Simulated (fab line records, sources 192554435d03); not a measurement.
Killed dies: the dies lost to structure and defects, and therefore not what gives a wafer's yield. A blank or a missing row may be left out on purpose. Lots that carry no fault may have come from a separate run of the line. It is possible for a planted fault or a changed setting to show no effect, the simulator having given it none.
fab line records ; flow n5Finfet
record lots=7; wafers=39
route steps=1938 shown BEOL_M8@1377 BEOL_M11@1554
startH: start of the lot's first displayed wafer, in hours after the record's first day ; waitH: hours since the lot's step before ; " unchanged from the row above ; L1.1+2: several wafers, shown together as one row ; - no value, or no start was given ; * or withheld: withheld ; < > ~ a bound
route shown NAME@n: a module of which the file shows steps, and the number in the route of the first ; usual: mean/standard deviation of fault-free wafers ; same: alike in all rows ; chamber/n: place in a boat ; sites: readings site by site ; _std_site: the values' standard deviation ; _edge_site: outer sites' mean less inner sites' ; radiusMm: for every site, how far away it sits from the centre of the wafer ; mask NAME#n: copy n ; behind: tool/chamber where the wafer was last shaped ; hold: the reason the lot was held/the length of the hold in hours/how it ended ; device: the n, p or np transistor that did not switch ; end of line: the same wafers' tests at the end of the route ; where a step has no rows: the recipe by itself ; killed: at the first sort, the dies lost to defects and structure; wafer yield is something else ; map: per-die view of a wafer (x killed, . not killed, _ where there is no die)
set.NAME: the run value of the setting; set.NAME@STEP: its run value at that earlier step ; model.NAME: the simulator's own value behind a step, which no gauge read
lots where settings were altered on purpose, with a table for each step and a row for each wafer
## steps
# step N5_BEOL_M8_TRENCH_ETCH_37
# recipe chemistry=C4F6/O2; targetDepthA=934.78; target=SiCOH_lowk; timeS=31.2; ionEnergyEv=250; pressureMtorr=30; sourceW=345; biasW=185; Ar_flow_sccm=300; C4F6_flow_sccm=10; O2_flow_sccm=10
lot.wafer;tool;chamber;startH;waitH;set.targetDepthA;model.etch.depthNm;model.BEOL_M8.featureDepthNm;model.TiN_of_BEOL_M8_HM_DEP_02.thkNm
L074.1;rieDiel-03;1;-;-;934.78;95.73;95.8;17.8
L074.2;rieDiel-03;3;-;-;934.78;93.28;93.2;17.6
L074.3;rieDiel-03;2;-;-;934.78;96.45;96.4;17.6
L074.4;rieDiel-03;1;-;-;934.78;95.88;95.8;17.6
L074.5;rieDiel-03;3;-;-;934.78;93.85;93.8;17.6
L074.6;rieDiel-03;2;-;-;934.78;96.48;96.4;17.4
L075.1;rieDiel-01;0;-;-;934.78;95.21;95.2;17.2
L075.2;rieDiel-01;2;-;-;379.5;37.48;37.4;18.8
L075.3;rieDiel-01;1;-;-;379.5;39.36;39.4;19
L075.4;rieDiel-01;3;-;-;379.5;38.34;38.4;18.8
L075.5;rieDiel-01;0;-;-;934.78;94.29;94.2;17.2
L075.6;rieDiel-01;3;-;-;934.78;95.2;95.2;17.2
L078.1;rieDiel-01;2;-;-;934.78;94.51;94.6;17.2
L078.2;rieDiel-01;1;-;-;934.78;98.91;99;17
L078.6;rieDiel-01;3;-;-;934.78;96.71;96.8;17
L079.1;rieDiel-05;1;-;-;934.78;93.42;93.4;17.8
L079.2;rieDiel-05;3;-;-;934.78;94.53;94.6;17.6
L079.3;rieDiel-05;2;-;-;580.6;56.65;56.6;18.8
L079.4;rieDiel-05;0;-;-;934.78;91.88;91.8;17.6
L079.5;rieDiel-05;0;-;-;580.6;57.05;57;18.6
L079.6;rieDiel-05;3;-;-;580.6;57.45;57.4;18.4
L081.1;rieDiel-03;1;-;-;934.78;94.77;94.8;17.6
L081.2;rieDiel-03;3;-;-;934.78;93.67;93.6;17.6
L081.3;rieDiel-03;2;-;-;934.78;95.09;95;17.6
L081.4;rieDiel-03;0;-;-;934.78;94.59;94.6;17.6
L081.5;rieDiel-03;1;-;-;934.78;95.7;95.8;17.6
L081.6;rieDiel-03;2;-;-;934.78;95.69;95.6;17.8
L085.1;rieDiel-05;1;-;-;934.78;93.32;93.4;17.8
L085.2;rieDiel-05;0;-;-;934.78;92.52;92.6;17.6
L085.3;rieDiel-05;3;-;-;934.78;94.01;94;17.6
L085.4;rieDiel-05;0;-;-;934.78;92.08;92;17.6
L085.5;rieDiel-05;3;-;-;934.78;93.38;93.4;17.8
L085.6;rieDiel-05;1;-;-;934.78;92.38;92.4;17.6
L097.1;rieDiel-03;2;-;-;934.78;95.53;95.6;17
L097.2;rieDiel-03;3;-;-;743.4;74.03;74;17.6
L097.3;rieDiel-03;1;-;-;934.78;94.73;94.8;17
L097.4;rieDiel-03;0;-;-;743.4;75.09;75;17.6
L097.5;rieDiel-03;1;-;-;934.78;94.61;94.6;17
L097.6;rieDiel-03;0;-;-;743.4;74.97;75;17.6
# step N5_BEOL_M8_ETCH_41
# recipe chemistry=CH3F/O2; target=SiCN; targetDepthA=319; taperDeg=2; timeS=57.8; ionEnergyEv=120; maskMaterial=TiN; pressureMtorr=30; sourceW=395; biasW=75; Ar_flow_sccm=150; CH3F_flow_sccm=30; O2_flow_sccm=20
# step N5_BEOL_M8_STRIP_80
# recipe chemistry=N2/H2; timeS=10; powerW=450; tempC=40; pressureMtorr=20; rfFrequencyHz=6e+07; biasPowerW=7; n2FlowSccm=200; h2FlowSccm=200
# step N5_BEOL_M8_OCD_MEAS_38
# usual trenchDepthNm=94.6/1.5
lot.wafer;tool;chamber;startH;waitH;set.targetDepthA@BEOL_M8_TRENCH_ETCH_37;trenchDepthNm
L074.1;ocd-02;-;208.63;-;934.78;95.4
L074.2;ocd-02;-;208.63;-;934.78;93.5
L074.3;ocd-02;-;208.63;-;934.78;96.0
L074.4;ocd-02;-;208.63;-;934.78;95.9
L074.5;ocd-02;-;208.63;-;934.78;93.3
L074.6;ocd-02;-;208.63;-;934.78;96.5
L075.1;ocd-02;-;209.58;-;934.78;95.4
L075.2;ocd-02;-;209.58;-;379.5;37.3
L075.3;ocd-02;-;209.58;-;379.5;39.5
L075.4;ocd-02;-;209.58;-;379.5;38.2
L075.5;ocd-02;-;209.58;-;934.78;94.3
L075.6;ocd-02;-;209.58;-;934.78;95.2
L078.1;ocd-01;-;220.27;-;934.78;94.7
L078.2;ocd-01;-;220.27;-;934.78;99.4
L078.6;ocd-01;-;220.27;-;934.78;97.0
L079.1;ocd-01;-;224.02;-;934.78;93.8
L079.2;ocd-01;-;224.02;-;934.78;94.6
L079.3;ocd-01;-;224.02;-;580.6;56.7
L079.4;ocd-01;-;224.02;-;934.78;92.3
L079.5;ocd-01;-;224.02;-;580.6;57.0
L079.6;ocd-01;-;224.02;-;580.6;57.3
L081.1;ocd-01;-;234.49;-;934.78;94.5
L081.2;ocd-01;-;234.49;-;934.78;93.8
L081.3;ocd-01;-;234.49;-;934.78;94.7
L081.4;ocd-01;-;234.49;-;934.78;94.4
L081.5;ocd-01;-;234.49;-;934.78;95.6
L081.6;ocd-01;-;234.49;-;934.78;95.8
L085.1;ocd-01;-;269.29;-;934.78;93.1
L085.2;ocd-01;-;269.29;-;934.78;92.7
L085.3;ocd-01;-;269.29;-;934.78;94.2
L085.4;ocd-01;-;269.29;-;934.78;91.9
L085.5;ocd-01;-;269.29;-;934.78;93.5
L085.6;ocd-01;-;269.29;-;934.78;92.9
L097.1;ocd-02;-;334.42;-;934.78;95.2
L097.2;ocd-02;-;334.42;-;743.4;74.8
L097.3;ocd-02;-;334.42;-;934.78;95.1
L097.4;ocd-02;-;334.42;-;743.4;75.5
L097.5;ocd-02;-;334.42;-;934.78;94.7
L097.6;ocd-02;-;334.42;-;743.4;74.7
# step N5_BEOL_M8_HM_STRIP_39
# recipe chemistry=peroxideTinStrip; material=TiN; targetDepthA=250; tempC=50; timeS=158
# step N5_BEOL_M8_SRD_40
# recipe timeS=30; tempC=23; rinseLiquid=diw; dry=ipaMarangoni
# step N5_BEOL_M8_ECD_50
# recipe material=Cu; targetThkA=3000
# step N5_BEOL_M8_ANNEAL_51
# recipe tempC=225; timeS=90; ambient=N2
# step N5_BEOL_M8_CMP_52
# recipe stopOn=SiCOH_lowk; tOverpolishS=6.9; downForcePsi=1; platenRpm=50; clearingPlatenDownForcePsi=1.5; clearingPlatenRpm=50; postCmpClean=cuAlkaline; targetThkNm=80; clearingPlatenPadVelocityMS=0.99484; padVelocityMS=0.99484
lot.wafer;tool;chamber;startH;waitH;set.targetDepthA@BEOL_M8_TRENCH_ETCH_37;model.Cu_of_BEOL_M8_ECD_50.thkNm
L074.3;cmp-04;0;211.70;0.2;934.78;83.8
L074.4;cmp-04;1;211.70;0.2;934.78;83.6
L074.1;cmp-04;2;211.70;0.2;934.78;82.8
L074.2;cmp-04;3;211.70;0.2;934.78;81.2
L074.5;cmp-04;0;211.70;0.2;934.78;80.8
L074.6;cmp-04;1;211.70;0.2;934.78;85.2
L075.4;cmp-04;1;212.67;0.1;379.5;25.4
L075.1;cmp-04;2;212.67;0.1;934.78;80.4
L075.3;cmp-04;3;212.67;0.1;379.5;27
L075.2;cmp-04;0;212.67;0.1;379.5;24.4
L075.6;cmp-04;1;212.67;0.1;934.78;83.6
L075.5;cmp-04;2;212.67;0.1;934.78;81.4
L078.1;cmp-04;2;224.34;0.3;934.78;81
L078.2;cmp-04;1;224.34;0.3;934.78;87.6
L078.6;cmp-04;2;224.34;0.3;934.78;84.2
L079.1;cmp-03;2;226.12;0.3;934.78;79.4
L079.4;cmp-03;3;226.12;0.3;934.78;76.8
L079.2;cmp-03;0;226.12;0.3;934.78;80.6
L079.3;cmp-03;1;226.12;0.3;580.6;43.2
L079.6;cmp-03;2;226.12;0.3;580.6;42.4
L079.5;cmp-03;3;226.12;0.3;580.6;44.6
L081.1+3+5;cmp-04;2,3,2;236.70;0.3;934.78;82.8
L081.4;cmp-04;0;236.70;0.3;934.78;82
L081.2;cmp-04;1;236.70;0.3;934.78;82.4
L081.6;cmp-04;3;236.70;0.3;934.78;85
L085.4;cmp-03;1;271.75;0.1;934.78;77.8
L085.2;cmp-03;2;271.75;0.1;934.78;78
L085.3+5;cmp-03;3,1;271.75;0.1;934.78;79
L085.1;cmp-03;0;271.75;0.1;934.78;78.2
L085.6;cmp-03;2;271.75;0.1;934.78;78.4
L097.1;cmp-04;0;337.31;0.3;934.78;81
L097.2;cmp-04;1;337.31;0.3;743.4;60
L097.4;cmp-04;2;337.31;0.3;743.4;62.2
L097.3;cmp-04;3;337.31;0.3;934.78;81.2
L097.6;cmp-04;0;337.31;0.3;743.4;61.2
L097.5;cmp-04;1;337.31;0.3;934.78;81.8
# step N5_BEOL_M8_THK_MEAS_53
# recipe thkMeasGauge=xrf; reads=Cu_of_BEOL_M8_ECD_50
# usual M8_THK=81.1/1.9
lot.wafer;tool;chamber;startH;waitH;set.targetDepthA@BEOL_M8_TRENCH_ETCH_37;M8_THK[nm]
L074.1;filmMetro-02;-;212.00;-;934.78;83.3
L074.2;filmMetro-02;-;212.00;-;934.78;81.2
L074.3;filmMetro-02;-;212.00;-;934.78;84.4
L074.4;filmMetro-02;-;212.00;-;934.78;83.6
L074.5;filmMetro-02;-;212.00;-;934.78;81.1
L074.6;filmMetro-02;-;212.00;-;934.78;85.8
L075.1;filmMetro-01;-;212.97;-;934.78;79.6
L075.2;filmMetro-01;-;212.97;-;379.5;24.1
L075.3;filmMetro-01;-;212.97;-;379.5;26.9
L075.4;filmMetro-01;-;212.97;-;379.5;25.3
L075.5;filmMetro-01;-;212.97;-;934.78;80.6
L075.6;filmMetro-01;-;212.97;-;934.78;82.8
L078.1;filmMetro-02;-;224.63;-;934.78;80.9
L078.2;filmMetro-02;-;224.63;-;934.78;87.5
L078.6;filmMetro-02;-;224.63;-;934.78;84.4
L079.1;filmMetro-01;-;226.41;-;934.78;78.9
L079.2;filmMetro-01;-;226.41;-;934.78;80.4
L079.3;filmMetro-01;-;226.41;-;580.6;42.9
L079.4;filmMetro-01;-;226.41;-;934.78;76.4
L079.5;filmMetro-01;-;226.41;-;580.6;44.6
L079.6;filmMetro-01;-;226.41;-;580.6;42.3
L081.1;filmMetro-02;-;236.99;-;934.78;82.6
L081.2;filmMetro-02;-;236.99;-;934.78;81.9
L081.3;filmMetro-02;-;236.99;-;934.78;82.3
L081.4;filmMetro-02;-;236.99;-;934.78;81.9
L081.5;filmMetro-02;-;236.99;-;934.78;83.0
L081.6;filmMetro-02;-;236.99;-;934.78;84.8
L085.1;filmMetro-02;-;272.04;-;934.78;77.9
L085.2;filmMetro-02;-;272.04;-;934.78;77.6
L085.3;filmMetro-02;-;272.04;-;934.78;78.8
L085.4;filmMetro-02;-;272.04;-;934.78;77.1
L085.5;filmMetro-02;-;272.04;-;934.78;78.5
L085.6;filmMetro-02;-;272.04;-;934.78;78.1
L097.1;filmMetro-02;-;337.61;-;934.78;81.3
L097.2;filmMetro-02;-;337.61;-;743.4;60.1
L097.3;filmMetro-02;-;337.61;-;934.78;81.3
L097.4;filmMetro-02;-;337.61;-;743.4;62.7
L097.5;filmMetro-02;-;337.61;-;934.78;82.1
L097.6;filmMetro-02;-;337.61;-;743.4;61.5
# step N5_BEOL_M8_PRE_CLEAN_55
# recipe gas=NH3; timeS=15; tempC=withheld; rfPowerW=300
# step N5_BEOL_M8_DEP_56
# recipe material=SiCN; targetThkA=100; tempC=withheld; precursor=3MS/NH3; pressureTorr=3; rfW=202; timeS=17.5
# step N5_BEOL_M8_RS_MEAS_57
# recipe thkMeasGauge=four-point-probe; reads=Cu_of_BEOL_M8_ECD_50+Co_of_BEOL_M8_CVD_78+TaN_of_BEOL_M8_ALD_77
# usual M8_RS=0.280/0.0078
lot.wafer;tool;chamber;startH;waitH;set.targetDepthA@BEOL_M8_TRENCH_ETCH_37;M8_RS[ohm/sq]
L074.1;filmMetro-02;-;212.16;0.1;934.78;0.274
L074.2;filmMetro-02;-;212.16;0.1;934.78;0.281
L074.3;filmMetro-02;-;212.16;0.1;934.78;0.271
L074.4;filmMetro-02;-;212.16;0.1;934.78;0.272
L074.5;filmMetro-02;-;212.16;0.1;934.78;0.282
L074.6;filmMetro-02;-;212.16;0.1;934.78;0.265
L075.1;filmMetro-01;-;213.10;0.1;934.78;0.284
L075.2;filmMetro-01;-;213.10;0.1;379.5;1.305
L075.3;filmMetro-01;-;213.10;0.1;379.5;1.130
L075.4;filmMetro-01;-;213.10;0.1;379.5;1.232
L075.5;filmMetro-01;-;213.10;0.1;934.78;0.280
L075.6;filmMetro-01;-;213.10;0.1;934.78;0.271
L078.1;filmMetro-02;-;224.78;0.1;934.78;0.281
L078.2;filmMetro-02;-;224.78;0.1;934.78;0.257
L078.6;filmMetro-02;-;224.78;0.1;934.78;0.269
L079.1;filmMetro-01;-;226.54;0.1;934.78;0.288
L079.2;filmMetro-01;-;226.54;0.1;934.78;0.283
L079.3;filmMetro-01;-;226.54;0.1;580.6;0.607
L079.4;filmMetro-01;-;226.54;0.1;934.78;0.299
L079.5;filmMetro-01;-;226.54;0.1;580.6;0.583
L079.6;filmMetro-01;-;226.54;0.1;580.6;0.622
L081.1;filmMetro-02;-;237.12;0.1;934.78;0.274
L081.2;filmMetro-02;-;237.12;0.1;934.78;0.275
L081.3;filmMetro-02;-;237.12;0.1;934.78;0.274
L081.4;filmMetro-02;-;237.12;0.1;934.78;0.278
L081.5;filmMetro-02;-;237.12;0.1;934.78;0.274
L081.6;filmMetro-02;-;237.12;0.1;934.78;0.266
L085.1;filmMetro-02;-;272.18;0.1;934.78;0.293
L085.2;filmMetro-02;-;272.18;0.1;934.78;0.294
L085.3;filmMetro-02;-;272.18;0.1;934.78;0.290
L085.4;filmMetro-02;-;272.18;0.1;934.78;0.295
L085.5;filmMetro-02;-;272.18;0.1;934.78;0.290
L085.6;filmMetro-02;-;272.18;0.1;934.78;0.293
L097.1;filmMetro-02;-;337.74;0.1;934.78;0.281
L097.2;filmMetro-02;-;337.74;0.1;743.4;0.404
L097.3;filmMetro-02;-;337.74;0.1;934.78;0.280
L097.4;filmMetro-02;-;337.74;0.1;743.4;0.385
L097.5;filmMetro-02;-;337.74;0.1;934.78;0.278
L097.6;filmMetro-02;-;337.74;0.1;743.4;0.393
# step N5_BEOL_M11_ETCH_62
# recipe chemistry=N2/H2; target=SOC; targetDepthA=1100; overetchA=220; maskMaterial=SiARC; tempC=40; timeS=165; ionEnergyEv=200; pressureMtorr=30; sourceW=840; biasW=150; n2FlowSccm=200; h2FlowSccm=200
lot.wafer;tool;chamber;startH;waitH;set.timeS;model.SiARC_of_BEOL_M11_COAT_60.thkNm
L075.1;rieDiel-06;0;232.82;0.0;165;23.8
L075.2+5;rieDiel-06;3,1;232.82;0.0;111;25.6
L075.3;rieDiel-06;2;232.82;0.0;165;23.6
L075.4;rieDiel-06;1;232.82;0.0;165;23.4
L075.6;rieDiel-06;2;232.82;0.0;111;25.8
L074.1;rieDiel-02;1;234.59;0.0;165;23.8
L074.2+5;rieDiel-02;3,1;234.59;0.0;136.7;24.8
L074.3;rieDiel-02;2;234.59;0.0;136.7;25
L074.4+6;rieDiel-02;0;234.59;0.0;165;23.4
L078.1+2+6;rieDiel-06;2,0,0;242.31;0.0;165;23.6
L079.1+2;rieDiel-04;1,3;247.95;0.0;165;23.6
L079.3;rieDiel-04;0;247.95;0.0;165;23.4
L079.4;rieDiel-04;2;247.95;0.0;234.5;20.6
L079.5;rieDiel-04;0;247.95;0.0;234.5;20.8
L079.6;rieDiel-04;1;247.95;0.0;234.5;21
L081.1;rieDiel-04;0;256.69;0.0;165;23.6
L081.2+3;rieDiel-04;1,3;256.69;0.0;209.1;21.8
L081.4+6;rieDiel-04;2;256.69;0.0;165;23.4
L081.5;rieDiel-04;3;256.69;0.0;209.1;21.6
L085.1;rieDiel-02;0;294.43;0.0;134.5;24.4
L085.2;rieDiel-02;2;294.43;0.0;165;23.8
L085.3+4;rieDiel-02;3,1;294.43;0.0;165;23.6
L085.5;rieDiel-02;2;294.43;0.0;134.5;25
L085.6;rieDiel-02;1;294.43;0.0;134.5;24.8
L097.1+6;rieDiel-06;3,2;361.62;0.0;165;23.8
L097.2+5;rieDiel-06;1,3;361.62;0.0;203.8;22.2
L097.3;rieDiel-06;0;361.62;0.0;203.8;22.4
L097.4;rieDiel-06;2;361.62;0.0;165;23.6
# step N5_BEOL_M11_STRIP_68
# recipe chemistry=N2/H2; tempC=40; n2FlowSccm=200; h2FlowSccm=200; rfFrequencyHz=6e+07
# step N5_BEOL_M11_STRIP_67
# recipe chemistry=CF4; resist=SiARC; powerW=300; biasPowerW=75; pressureMtorr=50; cf4FlowSccm=150; rfFrequencyHz=6e+07
# step N5_BEOL_M11_HM_OPEN_17
# recipe chemistry=Cl2/BCl3; targetDepthA=200; overetchA=60; target=TiN; maskMaterial=SOC; ionEnergyEv=150; pressureMtorr=10; icpW=1000; biasW=126; Cl2_flow_sccm=53.25; bcl3FlowSccm=21.75; Ar_flow_sccm=25
lot.wafer;tool;chamber;startH;waitH;set.timeS@BEOL_M11_ETCH_62;model.etch.depthNm
L075.1;rieMetal-01;0;233.01;0.0;165;19.88
L075.2;rieMetal-01;0;233.01;0.0;111;19.97
L075.3;rieMetal-01;0;233.01;0.0;165;20.06
L075.4;rieMetal-01;0;233.01;0.0;165;20.16
L075.5;rieMetal-01;0;233.01;0.0;111;20.04
L075.6;rieMetal-01;0;233.01;0.0;111;19.83
L074.1;rieMetal-01;0;234.78;0.0;165;20.28
L074.2;rieMetal-01;0;234.78;0.0;136.7;20.14
L074.3;rieMetal-01;0;234.78;0.0;136.7;20.21
L074.4;rieMetal-01;0;234.78;0.0;165;20.38
L074.5;rieMetal-01;0;234.78;0.0;136.7;20.13
L074.6;rieMetal-01;0;234.78;0.0;165;20.08
L078.1;rieMetal-03;0;242.50;0.0;165;20.25
L078.2;rieMetal-03;0;242.50;0.0;165;20.2
L078.6;rieMetal-03;0;242.50;0.0;165;20.11
L079.1;rieMetal-02;0;248.14;0.0;165;20.18
L079.2;rieMetal-02;1;248.14;0.0;165;20.2
L079.3;rieMetal-02;1;248.14;0.0;165;20.13
L079.4;rieMetal-02;0;248.14;0.0;234.5;13.33
L079.5;rieMetal-02;1;248.14;0.0;234.5;13.7
L079.6;rieMetal-02;0;248.14;0.0;234.5;13.6
L081.1;rieMetal-02;1;256.87;0.0;165;20.41
L081.2;rieMetal-02;0;256.87;0.0;209.1;16.62
L081.3;rieMetal-02;0;256.87;0.0;209.1;16.02
L081.4;rieMetal-02;1;256.87;0.0;165;20.19
L081.5;rieMetal-02;0;256.87;0.0;209.1;16.13
L081.6;rieMetal-02;1;256.87;0.0;165;20.49
L085.1+6;rieMetal-03;0,1;294.61;0.0;134.5;19.85
L085.2;rieMetal-03;1;294.61;0.0;165;19.93
L085.3;rieMetal-03;1;294.61;0.0;165;19.74
L085.4;rieMetal-03;0;294.61;0.0;165;19.86
L085.5;rieMetal-03;0;294.61;0.0;134.5;20.02
L097.1;rieMetal-03;1;361.81;0.0;165;20.44
L097.2;rieMetal-03;0;361.81;0.0;203.8;16.27
L097.3;rieMetal-03;0;361.81;0.0;203.8;16.71
L097.4;rieMetal-03;1;361.81;0.0;165;20.21
L097.5;rieMetal-03;1;361.81;0.0;203.8;16.82
L097.6;rieMetal-03;0;361.81;0.0;165;20.31
## key
split step=N5_BEOL_M8_TRENCH_ETCH_37; setting=targetDepthA; stated=934.78; by=wafer
response step=N5_BEOL_M8_TRENCH_ETCH_37; reading=model.etch.depthNm; change=+0.955; per=1%; r=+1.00
response step=N5_BEOL_M8_TRENCH_ETCH_37; reading=model.BEOL_M8.featureDepthNm; change=+0.956; per=1%; r=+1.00
response step=N5_BEOL_M8_TRENCH_ETCH_37; reading=model.TiN_of_BEOL_M8_HM_DEP_02.thkNm; change=-0.0272; per=1%; r=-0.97
response step=N5_BEOL_M8_OCD_MEAS_38; reading=trenchDepthNm; change=+0.958; per=1%; r=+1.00
response step=N5_BEOL_M8_CMP_52; reading=model.Cu_of_BEOL_M8_ECD_50.thkNm; change=+0.947; per=1%; r=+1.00
response step=N5_BEOL_M8_THK_MEAS_53; reading=M8_THK; change=+0.938; per=1%; r=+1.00
response step=N5_BEOL_M8_RS_MEAS_57; reading=M8_RS; shape=bent; atLowest=1.222; atStated=0.280; atHighest=0.280
split step=N5_BEOL_M11_ETCH_62; setting=timeS; stated=165; by=wafer
response step=N5_BEOL_M11_ETCH_62; reading=model.SiARC_of_BEOL_M11_COAT_60.thkNm; change=-0.0645; per=1%; r=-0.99
response step=N5_BEOL_M11_HM_OPEN_17; reading=model.etch.depthNm; shape=bent; atLowest=19.95; atStated=20.17; atHighest=13.54
